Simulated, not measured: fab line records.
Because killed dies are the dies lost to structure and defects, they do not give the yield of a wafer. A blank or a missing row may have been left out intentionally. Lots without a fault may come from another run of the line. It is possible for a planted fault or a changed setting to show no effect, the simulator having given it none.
A struck lot beside a sound one + flow n5_finfet + 36 out of 1938 route steps
Sound: the wafers L776.2, L776.4, L776.6. Struck: wafer L780.3 (left out: L780.6, a lot-mate that was not struck); the cause follows at the end.
Each step with rows lists, per side, the tool, then ch with its chambers, then its first start. Under that, the readings that differ: sound wafers + struck wafers + difference of the means + sigmas: that difference in standard deviations of wafers without a fault.
alike: readings whose means differ by less than 2 such deviations, and words and numbers that are the same on both sides. not compared: withheld readings, readings that some wafer has no value for, bounds like >300 that may hide the same value, and numbers for which the record gives no deviation and whose values overlap.
A row with sigmas, a row that says differs or no value, or rows on one side alone: a step with any of these is where the two part. When numbers do not overlap yet have no deviation, they are printed without sigmas and do not part them. A reading missing from all wafers of one side parts the sides only when that side holds two or more wafers.

first, 9 steps without rows for these wafers: N5_BEOL_M4_ANNEAL_95 (time 240 s); N5_BEOL_M4_SPUTTER_96 (material Cu, target thk 4.5 nm, time 8.29 s); N5_BEOL_M4_ECD_50 (material Cu, target thk 300 nm); N5_BEOL_M4_ANNEAL_51 (time 90 s); N5_BEOL_M4_CMP_52 (polishes, stops on SiOC, t overpolish 6.8 s, target thk 40 nm); N5_BEOL_M4_PRE_CLEAN_60 (time 15 s); N5_BEOL_M4_CO_CAP_55 (material Co, precursor CCTBA/H2, target thk 2 nm, time 102.1 s); N5_BEOL_M4_PRE_CLEAN_56 (time 15 s); N5_BEOL_M4_DEP_57 (deposits SiCN from 3MS/NH3, target thk 8 nm, time 14 s).
N5_BEOL_M4_RC_MEAS_101:
  sound on prober-01 ch 0, day 9 17:38; struck on prober-01 ch 0, day 10 20:26
  alike: DIBL_N, DIBL_P, IOFF_N, IOFF_P, ION_N, ION_P, SS_N, SS_P, VT_N, VT_P
then, 24 steps without rows for these wafers: N5_BEOL_M5_ILD_DEP_00 (deposits SiCOH lowk from DEMS/porogen, target thk 140.64 nm, time 25.9 s); N5_BEOL_M5_CURE_79 (cures SiCOH lowk, time 240 s); N5_BEOL_M5_PECVD_70 (deposits SiO2 from TEOS/O2, target thk 16 nm, time 18 s); N5_BEOL_M5_HM_DEP_02 (deposits TiN, target thk 20 nm); N5_BEOL_M5_COAT_59 (time 60 s, resist thk 60 nm); N5_BEOL_M5_COAT_60 (time 60 s, resist thk 12 nm); N5_BEOL_M5_COAT_71 (time 60 s, resist thk 5 nm); N5_BEOL_M5_COAT_05 (resist thk 30 nm); N5_BEOL_M5_EBR_07; N5_BEOL_M5_SOFTBAKE_06 (time 60 s); N5_BEOL_M5_EXPOSE_08 (exposes mask M5, target cd 28 nm); N5_BEOL_M5_PEB_09 (peb time 60 s); N5_BEOL_M5_DEVELOP_10 (develop time 30 s); N5_BEOL_M5_DESCUM_16 (chemistry O2, time 7 s); N5_BEOL_M5_ETCH_72 (etches underlayer in N2/H2, target depth 6.5 nm, time 5.2 s); N5_BEOL_M5_ETCH_61 (etches SiARC in CF4, target depth 15.6 nm, time 26 s); N5_BEOL_M5_ETCH_62 (etches SOC in N2/H2, target depth 75 nm, overetch 15 nm, time 112.5 s); N5_BEOL_M5_STRIP_63 (strips in N2/H2); N5_BEOL_M5_STRIP_73 (strips in N2/H2); N5_BEOL_M5_STRIP_64 (strips in CF4); N5_BEOL_M5_HM_OPEN_17 (chemistry Cl2/BCl3, target TiN, target depth 20 nm, overetch 6 nm); N5_BEOL_M5_STRIP_19 (strips in O2); N5_BEOL_M5_COAT_65 (time 60 s, resist thk 60 nm); N5_BEOL_M5_COAT_66 (time 60 s, resist thk 12 nm).
N5_BEOL_M7_VIA_ETCH_34: etches SiCOH lowk in C4F6/O2, target depth 125.5 nm, time 50.5 s.
  sound on rie_diel-05 ch 0,1,2, day 10 18:47; struck on rie_diel-05 ch 1, day 12 00:35
| reading                                  | sound               | struck | difference | sigmas |
|------------------------------------------|---------------------|--------|------------|--------|
| C4F6_flow_sccm (sccm)                    | 10.056 9.963 10.036 | 9.959  | -0.059     | -2     |
| model.etch.depth_nm (nm)                 | 123.5 125.2 124.3   | 93.13  | -31.20     |        |
| model.SOC_of_BEOL_M7_COAT_63.thk_nm (nm) | 54 54 53.6          | 55.6   | +1.7       |        |
  alike: drypump_motor_current_A, oes_ar_750_au, oes_product_au, rf_vpp_V, showerhead_plenum_p_Torr, throttle_valve_pct
  not compared: rf_hours_counter_h
-- here the record skips 3 days between the struck wafers' starts before and after, leaving off in module BEOL_M7 and picking up in module PASSIVATION (first step shown: number 1936 of the route) --
N5_PASSIVATION_PROBE_49:
  record: rows for the struck wafers here (prober-01, day 15 03:20), none for the sound ones

WHERE THEY PART
Earliest at N5_BEOL_M7_VIA_ETCH_34; latest, in this record, at N5_PASSIVATION_PROBE_49.

WHY: what had been put in by the simulator
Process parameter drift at N5_BEOL_M7_VIA_ETCH_34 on rie_diel-05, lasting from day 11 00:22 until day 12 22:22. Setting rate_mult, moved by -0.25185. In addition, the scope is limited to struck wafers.
